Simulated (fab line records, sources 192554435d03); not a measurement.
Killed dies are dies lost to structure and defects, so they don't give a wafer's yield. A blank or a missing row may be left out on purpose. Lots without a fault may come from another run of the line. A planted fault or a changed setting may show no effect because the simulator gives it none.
Split-lot experiment | flow n5_finfet | 7 lots, 21 wafers read, on a route of 1938 steps

THE SPLIT
At N5_BEOL_M8_DESCUM_16 (chemistry O2, time 7.9 s), the setting time_s was moved away from the recipe's 7.9 s on 8 of the 21 wafers read, by -21.5% to +21.0%. The other wafers ran this setting at the recipe's value.

The file shows no step between the split and the reading.

THE READING
CAR-ArF_of_BEOL_M8_COAT_05.thk_nm (the simulator's own value, which no gauge read), in nm, at N5_BEOL_M8_ETCH_61 (etches SiARC in CF4, target depth 45.5 nm, time 75.8 s). The file gives no usual value for it. The 13 wafers here that ran the recipe average 50.9 nm, standard deviation 0.28 nm.

wafer  | tool, chamber at the split | time_s as run, s | against the recipe | CAR-ArF_of_BEOL_M8_COAT_05.thk_nm, nm | against lot-mates on the recipe
L074.1 | rie_diel-01, 3             | 7.9              | recipe             | 51.4                                  | -
L074.2 | rie_diel-01, 0             | 6.505            | -17.7%             | 52.4                                  | +1.0
L074.3 | rie_diel-01, 1             | 6.505            | -17.7%             | 52.6                                  | +1.2
L076.1 | rie_diel-06, 3             | 9.559            | +21.0%             | 49.8                                  | -1.2
L076.2 | rie_diel-06, 0             | 7.9              | recipe             | 50.8                                  | -
L076.6 | rie_diel-06, 1             | 7.9              | recipe             | 51.2                                  | -
L083.3 | rie_diel-01, 1,3           | 7.9              | recipe             | 50.6                                  | -
L083.4 | rie_diel-01, 1,3           | 7.9              | recipe             | 50.6                                  | -
L083.5 | rie_diel-01, 1             | 7.9              | recipe             | 51                                    | -
L089.1 | rie_diel-06, 3,2,1         | 7.9              | recipe             | 51                                    | -
L089.4 | rie_diel-06, 3,2,1         | 7.9              | recipe             | 51                                    | -
L089.5 | rie_diel-06, 3,2,1         | 7.9              | recipe             | 51                                    | -
L092.1 | rie_diel-02, 3             | 7.9              | recipe             | 50.6                                  | -
L092.4 | rie_diel-02, 0,1           | 6.22             | -21.3%             | 51.6                                  | +1.0
L092.6 | rie_diel-02, 0,1           | 6.22             | -21.3%             | 51.8                                  | +1.2
L095.1 | rie_diel-02, 1             | 6.393            | -19.1%             | 51.4                                  | +0.6
L095.3 | rie_diel-02, 1             | 7.9              | recipe             | 51                                    | -
L095.4 | rie_diel-02, 0             | 7.9              | recipe             | 50.6                                  | -
L096.2 | rie_diel-01, 2,1           | 6.2              | -21.5%             | 51.4                                  | +1.0
L096.4 | rie_diel-01, 2,1           | 6.2              | -21.5%             | 51.6                                  | +1.2
L096.5 | rie_diel-01, 1             | 7.9              | recipe             | 50.4                                  | -
Where a row lists several chambers, the file gives one row for several wafers and doesn't say which wafer went through which chamber.

THE FIT
A straight line over all 21 wafers: CAR-ArF_of_BEOL_M8_COAT_05.thk_nm changes by -0.0469 nm for each +1% of time_s; r = -0.82; the points scatter about the line by 0.39 nm.
The same after taking each lot's own level away (the mean of its wafers on the recipe; 21 wafers): -0.0525 nm for each +1%; r = -0.96; scatter 0.17 nm.
On that fit, the largest move of time_s shifts the reading by 1.1 nm.
The lots' own levels span 50.40 to 51.40 nm, that is 3.6 times the standard deviation above.
So the lot-to-lot level changes the slope: the two fits differ.
Check: with one of the wafers moved furthest among these (-21.5%) left out of the fit, the line predicts +1.14 nm for it against its lot-mates. It came out at +1 nm against them.

OTHER SPLITS ON THESE WAFERS
These wafers also went through other splits before the reading. Each is held against what the fit with the lots' levels taken away leaves over:
other split on the same wafers    | wafers away from the commonest value | r with CAR-ArF_of_BEOL_M8_COAT_05.thk_nm (lot level and that fit taken away)
N5_BEOL_M6_ETCH_66 source_w       | 9                                    | -0.12
N5_BEOL_M7_ILD_DEP_00 time_s      | 8                                    | +0.21
N5_BEOL_M7_HM_DEP_02 target_thk_a | 5                                    | -0.02

THE WHOLE CHAIN: every reading that the file lists as answering this split, in the file's order
step                 | what it does                                           | reading                                                                            | change (the file's fit)                | r (the file's)
N5_BEOL_M8_DESCUM_16 | chemistry O2, time 7.9 s                               | CAR-ArF_of_BEOL_M8_COAT_05.thk_nm (the simulator's own value, which no gauge read) | -0.0537 nm for each +1% of the setting | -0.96
N5_BEOL_M8_ETCH_61   | etches SiARC in CF4, target depth 45.5 nm, time 75.8 s | CAR-ArF_of_BEOL_M8_COAT_05.thk_nm (the simulator's own value, which no gauge read) | -0.0508 nm for each +1% of the setting | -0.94

THE FILE'S OWN FIT
CAR-ArF_of_BEOL_M8_COAT_05.thk_nm changes by -0.0508 nm for each +1% of time_s, r = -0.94.
